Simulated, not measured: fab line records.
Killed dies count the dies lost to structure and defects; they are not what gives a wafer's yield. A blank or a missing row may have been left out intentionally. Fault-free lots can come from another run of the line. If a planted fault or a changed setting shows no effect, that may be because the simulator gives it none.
Chamber matching	flow n5_finfet	N5_GATE_CUT_ETCH_37 on rie_diel-04 has 4 sister chambers
The step etches SOC in N2/H2, target depth 60 nm, overetch 12 nm, time 90 s. 16 wafers are shown with their chamber, then 8 later ones without.

## WAFERS PAIRED WITH THEIR CHAMBERS
wafer	chamber	drypump_motor_current_A (A)	showerhead_plenum_p_Torr (Torr)	oes_product_au (a.u.)
L225.2	0	5.1	2.57	0.73
L225.3	3	5.3	2.59	0.77
L225.6	1	6.1	2.66	0.69
L226.1	3	5.3	2.59	0.76
L226.2	2	5.0	2.46	0.79
L226.6	2	5.0	2.46	0.79
L227.2	3	5.3	2.59	0.76
L227.5	0	5.1	2.57	0.73
L227.6	1	6.1	2.65	0.69
L229.1	0	5.1	2.56	0.72
L229.4	1	6.1	2.65	0.69
L229.6	0	5.1	2.56	0.72
L230.4	0	5.1	2.56	0.72
L230.5	2	5.0	2.46	0.78
L230.6	1	6.1	2.65	0.69
L232.1	1	6.2	2.65	0.68

SIGNATURES (means of the wafers above)
reading	chamber 0	chamber 1	chamber 2	chamber 3	scatter within a chamber
drypump_motor_current_A	5.100	6.120	5.000	5.300	0.0258
showerhead_plenum_p_Torr	2.5640	2.6520	2.4600	2.5900	0.00408
oes_product_au	0.7240	0.6880	0.7867	0.7633	0.00527
Rule: for a wafer and a chamber, the distance is found by dividing, reading by reading, the gap between the wafer's reading and the chamber's mean by the reading's scatter, squaring, summing and taking the root. The wafer belongs to the nearest chamber; if the next one is less than 2 further off, it can't be placed. How the scatter is found: for the shown wafers, subtract from each reading the mean of its chamber, square and add these, divide the total by (wafers less chambers), then take the root.

## WAFERS MISSING THEIR CHAMBER
wafer	drypump_motor_current_A (A)	showerhead_plenum_p_Torr (Torr)	oes_product_au (a.u.)
L232.2	5.0	2.46	0.77
L232.6	6.1	2.65	0.68
L239.3	5.2	2.58	0.74
L239.5	5.1	2.56	0.70
L239.6	6.1	2.64	0.67
L240.1	5.1	2.55	0.70
L240.4	6.2	2.64	0.66
L240.5	5.3	2.58	0.73

## THE CHAMBER EACH PASSED THROUGH
wafer	from the rows above	in truth
L232.2	2	2
L232.6	1	1
L239.3	can't be placed: 0 or 3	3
L239.5	0	0
L239.6	1	1
L240.1	0	0
L240.4	1	1
L240.5	can't be placed: 3 or 0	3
Correctly placed: 6 of 8. From these rows, 2 cannot be placed; in 2 the true chamber is one of the candidates. Wrongly placed: 0.
